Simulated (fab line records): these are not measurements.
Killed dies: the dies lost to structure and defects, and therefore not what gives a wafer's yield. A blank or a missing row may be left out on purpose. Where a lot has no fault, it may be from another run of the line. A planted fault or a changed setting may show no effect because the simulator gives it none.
Chamber matching || flow nandHarc || cmp-04 running NHARC_A_STAIRCASE_CMP_152: 4 sister chambers
The step polishes. 4 wafers are shown with their chamber, then 7 later ones without.

EACH WAFER AND ITS CHAMBER
{"wafer": "L083.2", "chamber": 3, "motorCurrentA (A)": 12.5}
{"wafer": "L088.5", "chamber": 2, "motorCurrentA (A)": 11.6}
{"wafer": "L088.6", "chamber": 1, "motorCurrentA (A)": 12.9}
{"wafer": "L086.5", "chamber": 0, "motorCurrentA (A)": 13.0}

WAFERS WHOSE CHAMBER IS MISSING
{"wafer": "L086.6", "motorCurrentA (A)": 13.2}
{"wafer": "L090.1", "motorCurrentA (A)": 12.1}
{"wafer": "L090.5", "motorCurrentA (A)": 11.4}
{"wafer": "L090.6", "motorCurrentA (A)": 12.0}
{"wafer": "L096.2", "motorCurrentA (A)": 12.4}
{"wafer": "L096.3", "motorCurrentA (A)": 12.8}
{"wafer": "L096.6", "motorCurrentA (A)": 11.4}

WHICH CHAMBER EACH ONE RAN IN
{"wafer": "L086.6", "from the rows above": "can't be placed: 0 or 1 or 3", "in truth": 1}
{"wafer": "L090.1", "from the rows above": "can't be placed: 3 or 2 or 1 or 0", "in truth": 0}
{"wafer": "L090.5", "from the rows above": 2, "in truth": 2}
{"wafer": "L090.6", "from the rows above": "can't be placed: 2 or 3 or 1", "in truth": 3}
{"wafer": "L096.2", "from the rows above": "can't be placed: 3 or 1 or 0", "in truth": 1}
{"wafer": "L096.3", "from the rows above": "can't be placed: 1 or 0 or 3", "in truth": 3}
{"wafer": "L096.6", "from the rows above": 2, "in truth": 2}
Placed correctly: 2 of 7. Unplaceable from these rows: 5, with the true chamber sitting among the candidates in 5. Placed wrongly: 0.
How it was worked out, from the rows above alone: a wafer's distance from a chamber is the root of the sum, over the readings, of the square of ((its reading less the chamber's mean) divided by the reading's scatter). The wafer belongs to the nearest chamber; if the next one is less than 2 further off, it can't be placed. For every chamber, the mean is computed from those of its wafers that are shown. The scatter: with one shown wafer a chamber, the root of the mean of the squares of how far each hidden wafer lies from its nearest shown one.
